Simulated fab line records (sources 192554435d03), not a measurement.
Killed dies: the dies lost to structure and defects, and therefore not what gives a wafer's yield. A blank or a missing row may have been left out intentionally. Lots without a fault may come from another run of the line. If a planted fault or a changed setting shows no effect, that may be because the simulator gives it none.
Split-lot study ; flow n5-finfet ; 21 wafers read from 7 lots, route of 1938 steps

## ABOUT THE SPLIT
At N5_BEOL_M5_COAT_74 (time 60 s, resist thk 5 nm), the setting spin-rpm was moved away from the recipe's 1500 rpm on 8 of the 21 wafers read, by -7.5% to +8.1%. All remaining wafers had this setting at the recipe value.

## FROM THE SPLIT TO THE READING: what the file shows between them, 4 steps
- N5_BEOL_M5_EXPOSE_25: exposes mask V4, defocus 10 nm (also split here: dose-mj)
- N5_BEOL_M5_PEB_26: peb time 60 s
- N5_BEOL_M5_DEVELOP_27: develop time 30 s
- N5_BEOL_M5_DESCUM_33: chemistry O2, time 7 s

## THE READING
etch.depth-nm (the simulator's own value, which no gauge read), in nm, at N5_BEOL_M5_ETCH_75 (etches underlayer in N2/H2, target depth 6.5 nm, time 5.2 s). The file gives no usual value for it. Average 5.014 nm, standard deviation 0.011 nm, over the 13 wafers here run with the recipe.

wafer;tool, chamber at the split;spin-rpm as run, rpm;against the recipe;etch.depth-nm, nm;against lot-mates on the recipe
L074.3;litho-track-05, 0;1500;recipe;5.004;-
L074.5;litho-track-05, 0;1500;recipe;4.997;-
L074.6;litho-track-05, 0;1500;recipe;5.015;-
L081.1;litho-track-03, 0;1441;-3.9%;5.116;+0.114
L081.2;litho-track-03, 0;1441;-3.9%;5.113;+0.111
L081.6;litho-track-03, 0;1500;recipe;5.002;-
L082.2;litho-track-05, 0;1622;+8.1%;4.834;-0.182
L082.3;litho-track-05, 0;1500;recipe;5.016;-
L082.4;litho-track-05, 0;1622;+8.1%;4.812;-0.204
L089.2;litho-track-03, 0;1500;recipe;5.013;-
L089.4;litho-track-03, 0;1500;recipe;5.024;-
L089.6;litho-track-03, 0;1500;recipe;5.005;-
L092.1;litho-track-05, 0;1500;recipe;5.003;-
L092.3;litho-track-05, 0;1398;-6.8%;5.193;+0.190
L092.5;litho-track-05, 0;1398;-6.8%;5.182;+0.179
L093.2;litho-track-03, 0;1579;+5.3%;4.901;-0.128
L093.4;litho-track-03, 0;1500;recipe;5.029;-
L093.6;litho-track-03, 0;1500;recipe;5.029;-
L096.1;litho-track-05, 0;1500;recipe;5.027;-
L096.5;litho-track-05, 0;1500;recipe;5.024;-
L096.6;litho-track-05, 0;1387;-7.5%;5.223;+0.197

FIT RESULTS
A straight line over all 21 wafers: etch.depth-nm changes by -0.0247 nm for each +1% of spin-rpm; r = -0.99; the points scatter about the line by 0.012 nm.
The same after taking each lot's own level away (the mean of its wafers on the recipe; 21 wafers): -0.0255 nm for each +1%; r = -1.00; scatter 0.0083 nm.
On that fit, the largest move of spin-rpm shifts the reading by 0.21 nm.
Measured against the standard deviation above, the lots' own levels, which go from 5.0020 to 5.0290 nm, span 2.5 times it.
The two slopes are in agreement: the lot-to-lot level therefore moves the slope only a little.
Check: -0.21 nm against its lot-mates is what the line predicts for one of the wafers moved furthest among these (+8.1%) when that wafer is left out of the fit. It came out at -0.182 nm against them.

## THE OTHER SPLITS THESE WAFERS WENT THROUGH
Before the reading, these wafers also passed through other splits. Each is held against what the fit with the lots' levels taken away leaves over:
other split on the same wafers;wafers away from the commonest value;r with etch.depth-nm (lot level and that fit taken away)
N5_BEOL_M4_ETCH_70 time-s;9;-0.34
N5_BEOL_M5_EXPOSE_25 dose-mj;2;-0.27

## THE FILE'S OWN FIT
etch.depth-nm changes by -0.0256 nm for each +1% of spin-rpm, r = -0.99.
